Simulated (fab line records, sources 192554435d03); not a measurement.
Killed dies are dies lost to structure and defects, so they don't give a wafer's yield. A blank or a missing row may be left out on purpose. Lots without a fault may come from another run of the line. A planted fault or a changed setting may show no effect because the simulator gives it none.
Which tool did it? | flow n5_finfet | 11 lots, 28 wafers sampled, at 6 steps of a route of 1938

WHAT THE GAUGES READ, wafer by wafer
N5_BEOL_M4_THK_MEAS_01. Usual: M4_ILD_THK 79.7 nm, standard deviation 1.1.
lot  | measured     | on            | M4_ILD_THK (nm)  | flag
L319 | day 8 07:19  | film_metro-01 | 77.4 79.3 79.5   |
L321 | day 8 12:48  | film_metro-02 | 77.9 80.0 80.6   |
L322 | day 8 14:18  | film_metro-01 | 125.8 124.5 78.4 | OFF
L324 | day 9 09:46  | film_metro-01 | 127.6 81.3       | OFF
L327 | day 9 21:28  | film_metro-02 | 125.8 80.4       | OFF
L333 | day 11 12:21 | film_metro-01 | 79.7 81.3 80.9   |
L335 | day 13 08:19 | film_metro-02 | 79.5 80.8        |
L337 | day 13 10:15 | film_metro-02 | 78.9 79.8        |
L338 | day 13 14:05 | film_metro-01 | 79.3 79.9 82.2   |
L339 | day 13 16:48 | film_metro-01 | 79.2 78.3 80.9   |
L341 | day 14 02:23 | film_metro-02 | 77.4 77.9        |

N5_BEOL_M4_RC_MEAS_101. Usual: DIBL_N 37.2 mV/V, standard deviation 2.1; DIBL_P 37.3 mV/V, standard deviation 2.3; IOFF_N 0.18 nA/um, standard deviation 0.041; IOFF_P 0.24 nA/um, standard deviation 0.042; ION_N 680 uA/um, standard deviation 13; ION_P 466 uA/um, standard deviation 7.7; SS_N 71.8 mV/dec, standard deviation 0.68; SS_P 73.5 mV/dec, standard deviation 0.66; VT_N 249 mV, standard deviation 3.6; VT_P -248 mV, standard deviation 3.4.
lot  | measured     | on        | DIBL_N (mV/V)  | DIBL_P (mV/V)  | IOFF_N (nA/um) | IOFF_P (nA/um) | ION_N (uA/um) | ION_P (uA/um) | SS_N (mV/dec)  | SS_P (mV/dec)  | VT_N (mV)   | VT_P (mV)      | flag
L319 | day 8 17:01  | prober-01 | 34.4 33.4 35.9 | 34.0 33.2 36.3 | 0.15 0.13 0.18 | 0.20 0.17 0.23 | 677 665 684   | 472 455 463   | 70.9 70.7 71.7 | 73.2 73.0 73.2 | 249 250 245 | -249 -254 -247 |
L321 | day 9 01:14  | prober-01 | 39.2 38.1 39.9 | 39.5 37.7 41.7 | 0.23 0.19 0.27 | 0.27 0.23 0.32 | 705 689 712   | 473 468 482   | 71.8 72.9 72.1 | 74.0 73.8 74.1 | 243 248 242 | -247 -252 -243 |
L322 | day 9 11:02  | prober-02 | 35.2           | 31.8           | 0.11           | 0.15           | 652           | 450           | 70.9           | 71.9           | 257         | -256           |
L324 | day 9 18:22  | prober-02 | 35.9           | 35.8           | 0.15           | 0.22           | 673           | 464           | 71.1           | 73.9           | 248         | -246           |
L327 | day 10 12:38 | prober-02 | 33.3           | 34.3           | 0.13           | 0.22           | 670           | 473           | 70.9           | 73.4           | 250         | -246           |
L333 | day 11 21:05 | prober-02 | 38.8 36.3 38.8 | 39.7 36.9 39.1 | 0.18 0.14 0.19 | 0.22 0.18 0.21 | 674 662 680   | 452 447 457   | 71.9 71.5 72.1 | 74.1 73.4 73.1 | 250 252 248 | -254 -256 -252 |
L335 | day 13 17:26 | prober-01 | 39.4 39.5      | 40.3 40.7      | 0.22 0.21      | 0.30 0.31      | 684 675       | 479 470       | 73.5 72.4      | 74.3 74.2      | 247 250     | -246 -244      |
L337 | day 13 20:22 | prober-01 | 37.3 39.4      | 36.5 38.5      | 0.15 0.18      | 0.20 0.23      | 673 673       | 461 456       | 71.4 72.3      | 73.8 74.2      | 254 254     | -255 -252      |
L338 | day 14 01:07 | prober-02 | 38.3 37.0 36.4 | 36.8 34.8 35.6 | 0.17 0.15 0.15 | 0.22 0.20 0.21 | 676 687 677   | 462 465 474   | 71.4 71.8 71.5 | 73.8 72.7 73.0 | 248 250 250 | -248 -249 -249 |
L339 | day 14 21:18 | prober-02 | 35.5 36.6 38.1 | 36.1 37.3 39.4 | 0.15 0.17 0.23 | 0.19 0.22 0.26 | 678 667 704   | 459 457 473   | 71.7 71.9 72.0 | 73.9 74.1 74.4 | 251 248 242 | -252 -249 -248 |
L341 | day 15 00:02 | prober-02 | 37.5 38.1      | 36.9 37.8      | 0.18 0.20      | 0.25 0.27      | 675 677       | 466 463       | 72.0 72.2      | 73.6 74.2      | 251 248     | -249 -245      |

WHICH TOOL RAN EACH LOT (tool, then ch and the chambers of the sampled wafers, then the start)
lot  | N5_BEOL_M3_SPUTTER_92        | N5_BEOL_M3_SPUTTER_94        | N5_BEOL_M4_ILD_DEP_00          | N5_BEOL_M4_HM_DEP_02
L319 | pvd_sputter-03, day 8 05:42  | pvd_sputter-03, day 8 05:55  | pecvd-03 ch 0,1, day 8 07:15   | pvd_sputter-02, day 8 07:44
L321 | pvd_sputter-03, day 8 10:37  | pvd_sputter-03, day 8 10:50  | pecvd-01 ch 0,1,2, day 8 12:44 | pvd_sputter-03, day 8 13:06
L322 | pvd_sputter-01, day 8 12:35  | pvd_sputter-01, day 8 12:48  | pecvd-03 ch 0,1, day 8 14:14   | pvd_sputter-02, day 8 15:38
L324 | pvd_sputter-01, day 9 07:26  | pvd_sputter-01, day 9 07:40  | pecvd-03 ch 2, day 9 09:42     | pvd_sputter-02, day 9 11:28
L327 | pvd_sputter-01, day 9 19:51  | pvd_sputter-01, day 9 20:04  | pecvd-03 ch 1, day 9 21:24     | pvd_sputter-01, day 9 22:56
L333 | pvd_sputter-01, day 11 10:28 | pvd_sputter-01, day 11 10:41 | pecvd-01 ch 0,2, day 11 12:16  | pvd_sputter-03, day 11 12:28
L335 | pvd_sputter-02, day 13 06:41 | pvd_sputter-02, day 13 06:55 | pecvd-03 ch 1, day 13 08:14    | pvd_sputter-03, day 13 09:34
L337 | pvd_sputter-02, day 13 08:37 | pvd_sputter-02, day 13 08:50 | pecvd-03 ch 0,2, day 13 10:11  | pvd_sputter-03, day 13 12:38
L338 | pvd_sputter-02, day 13 12:25 | pvd_sputter-02, day 13 12:38 | pecvd-03 ch 0,1, day 13 14:01  | pvd_sputter-02, day 13 15:56
L339 | pvd_sputter-01, day 13 15:10 | pvd_sputter-01, day 13 15:23 | pecvd-03 ch 0,1, day 13 16:44  | pvd_sputter-01, day 13 19:08
L341 | pvd_sputter-01, day 14 00:46 | pvd_sputter-01, day 14 00:59 | pecvd-02 ch 0,1, day 14 02:19  | pvd_sputter-02, day 14 03:13
- N5_BEOL_M3_SPUTTER_92: material Cu, target thk 4.5 nm, time 8.29 s.
- N5_BEOL_M3_SPUTTER_94: material Cu, target thk 4.5 nm, time 8.29 s.
- N5_BEOL_M4_ILD_DEP_00: deposits SiOC from DEMS/O2, target thk 79 nm, time 15.3 s.
- N5_BEOL_M4_HM_DEP_02: deposits TiN, target thk 20 nm.

WHAT THE TOOLS THEMSELVES READ (means of the sampled wafers that have a number; where no wafer has one, the mark that the record gives instead)
N5_BEOL_M3_SPUTTER_92. Usual: throttle_valve_pct 30.4 %, standard deviation 1.1.
lot  | tool           | throttle_valve_pct (%) | flag
L319 | pvd_sputter-03 | 31.4                   |
L321 | pvd_sputter-03 | 30.7                   |
L322 | pvd_sputter-01 | 30.7                   |
L324 | pvd_sputter-01 | 30.7                   |
L327 | pvd_sputter-01 | 30.6                   |
L333 | pvd_sputter-01 | 30.7                   |
L335 | pvd_sputter-02 | 29.1                   |
L337 | pvd_sputter-02 | 28.8                   |
L338 | pvd_sputter-02 | 29.3                   |
L339 | pvd_sputter-01 | 30.5                   |
L341 | pvd_sputter-01 | 31.3                   |

N5_BEOL_M3_SPUTTER_94. Usual: throttle_valve_pct 30.4 %, standard deviation 1.2.
lot  | tool           | throttle_valve_pct (%) | flag
L319 | pvd_sputter-03 | 31.4                   |
L321 | pvd_sputter-03 | 30.7                   |
L322 | pvd_sputter-01 | 30.8                   |
L324 | pvd_sputter-01 | 30.6                   |
L327 | pvd_sputter-01 | 30.6                   |
L333 | pvd_sputter-01 | 30.9                   |
L335 | pvd_sputter-02 | 29.1                   |
L337 | pvd_sputter-02 | 28.8                   |
L338 | pvd_sputter-02 | 29.3                   |
L339 | pvd_sputter-01 | 30.9                   |
L341 | pvd_sputter-01 | 31.3                   |

N5_BEOL_M4_ILD_DEP_00. Usual: heater_power_w 471 W, standard deviation 70; showerhead_plenum_p_Torr 5.702 Torr, standard deviation 0.012; throttle_valve_pct 11.8 %, standard deviation 0.39.
lot  | tool     | heater_power_w (W) | showerhead_plenum_p_Torr (Torr) | throttle_valve_pct (%) | flag
L319 | pecvd-03 | 497                | 5.707                           | 11.4                   |
L321 | pecvd-01 | 525                | 5.704                           | 12.0                   |
L322 | pecvd-03 | 439                | 5.701                           | 11.7                   |
L324 | pecvd-03 | 463                | 5.718                           | 12.1                   |
L327 | pecvd-03 | 490                | 5.700                           | 11.6                   |
L333 | pecvd-01 | 478                | 5.704                           | 12.1                   |
L335 | pecvd-03 | 535                | 5.697                           | 11.6                   |
L337 | pecvd-03 | 409                | 5.707                           | 11.2                   |
L338 | pecvd-03 | 439                | 5.704                           | 11.6                   |
L339 | pecvd-03 | 490                | 5.702                           | 11.5                   |
L341 | pecvd-02 | 462                | 5.703                           | 12.3                   |

N5_BEOL_M4_HM_DEP_02. Usual: throttle_valve_pct 30.5 %, standard deviation 1.2.
lot  | tool           | throttle_valve_pct (%) | flag
L319 | pvd_sputter-02 | 29.3                   |
L321 | pvd_sputter-03 | 31.7                   |
L322 | pvd_sputter-02 | 29.2                   |
L324 | pvd_sputter-02 | 29.2                   |
L327 | pvd_sputter-01 | 30.7                   |
L333 | pvd_sputter-03 | 31.4                   |
L335 | pvd_sputter-03 | 30.8                   |
L337 | pvd_sputter-03 | 31.6                   |
L338 | pvd_sputter-02 | 29.0                   |
L339 | pvd_sputter-01 | 31.1                   |
L341 | pvd_sputter-02 | 29.4                   |

THE ANSWER, worked out from the rows above alone
Rule: a lot is off if the mean of its wafers that have a number lies more than 3 standard deviations from the usual mean. A lot without any number at a reading at which 4 lots or more have one is off too. The other lots that the step has rows for count as sound. The gauges are gone through in route order, then the tools' own readings, and for those a lot's mean is taken as printed above. The first step at which some lot is off is used, and at that step the reading that is off furthest; a lot without a number counts as furthest.
Off: L322, L324, L327, at N5_BEOL_M4_THK_MEAS_01 (M4_ILD_THK).
A tool fits if, at a process step before that reading, it ran every lot that is off, and no sound lot after the first of them. The gauges at N5_BEOL_M4_THK_MEAS_01 are tried like those tools. None of those tried fits.

WHAT THE SIMULATOR HAD PUT IN
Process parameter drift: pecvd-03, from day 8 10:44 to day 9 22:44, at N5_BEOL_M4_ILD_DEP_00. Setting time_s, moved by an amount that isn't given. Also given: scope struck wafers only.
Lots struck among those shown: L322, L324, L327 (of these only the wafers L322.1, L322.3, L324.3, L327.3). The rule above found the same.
